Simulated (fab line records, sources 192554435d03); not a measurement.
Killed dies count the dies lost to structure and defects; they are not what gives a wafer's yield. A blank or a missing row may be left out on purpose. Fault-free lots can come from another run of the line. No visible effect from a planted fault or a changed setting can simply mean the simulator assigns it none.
Matching of chambers || flow n5-finfet || 3 sister chambers for N5_BEOL_M3_PECVD_72 on pecvd-01
The step deposits SiO2 from TEOS/O2, target thk 16 nm, time 18 s. 6 wafers are shown with their chamber, then 8 later ones without.

## WAFERS WITH THEIR CHAMBER
{"wafer": "L085.3", "chamber": 1, "throttle-valve-pct (%)": 24.6, "heater-power-w (W)": 551}
{"wafer": "L085.6", "chamber": 2, "throttle-valve-pct (%)": 20.3, "heater-power-w (W)": 799}
{"wafer": "L090.2", "chamber": 0, "throttle-valve-pct (%)": 24.7, "heater-power-w (W)": 766}
{"wafer": "L090.4", "chamber": 0, "throttle-valve-pct (%)": 25.1, "heater-power-w (W)": 754}
{"wafer": "L090.6", "chamber": 2, "throttle-valve-pct (%)": 20.2, "heater-power-w (W)": 748}
{"wafer": "L095.1", "chamber": 1, "throttle-valve-pct (%)": 24.5, "heater-power-w (W)": 535}

## WAFERS WITH NO CHAMBER GIVEN
{"wafer": "L095.4", "throttle-valve-pct (%)": 20.1, "heater-power-w (W)": 795}
{"wafer": "L095.5", "throttle-valve-pct (%)": 25.0, "heater-power-w (W)": 674}
{"wafer": "L096.2", "throttle-valve-pct (%)": 20.2, "heater-power-w (W)": 797}
{"wafer": "L096.4", "throttle-valve-pct (%)": 24.4, "heater-power-w (W)": 577}
{"wafer": "L096.6", "throttle-valve-pct (%)": 20.3, "heater-power-w (W)": 811}
{"wafer": "L097.4", "throttle-valve-pct (%)": 20.2, "heater-power-w (W)": 814}
{"wafer": "L097.5", "throttle-valve-pct (%)": 24.9, "heater-power-w (W)": 676}
{"wafer": "L097.6", "throttle-valve-pct (%)": 24.4, "heater-power-w (W)": 564}

## WHICH CHAMBER EACH WENT THROUGH
{"wafer": "L095.4", "from the rows above": 2, "in truth": 2}
{"wafer": "L095.5", "from the rows above": 0, "in truth": 0}
{"wafer": "L096.2", "from the rows above": 2, "in truth": 2}
{"wafer": "L096.4", "from the rows above": 1, "in truth": 1}
{"wafer": "L096.6", "from the rows above": 2, "in truth": 2}
{"wafer": "L097.4", "from the rows above": 2, "in truth": 2}
{"wafer": "L097.5", "from the rows above": 0, "in truth": 0}
{"wafer": "L097.6", "from the rows above": 1, "in truth": 1}
Correct placement for 8 of the 8. Not placeable from these rows: 0. 0 placed wrongly.
How it was worked out, from the rows above alone: a wafer's distance from a chamber is the root of the sum, over the readings, of the square of ((its reading less the chamber's mean) divided by the reading's scatter). If the next closest chamber is less than 2 further off than the closest, the wafer can't be placed; otherwise it belongs to the closest. A chamber's mean is the mean of its shown wafers. How the scatter is found: for the shown wafers, subtract from each reading the mean of its chamber, square and add these, divide the total by (wafers less chambers), then take the root.
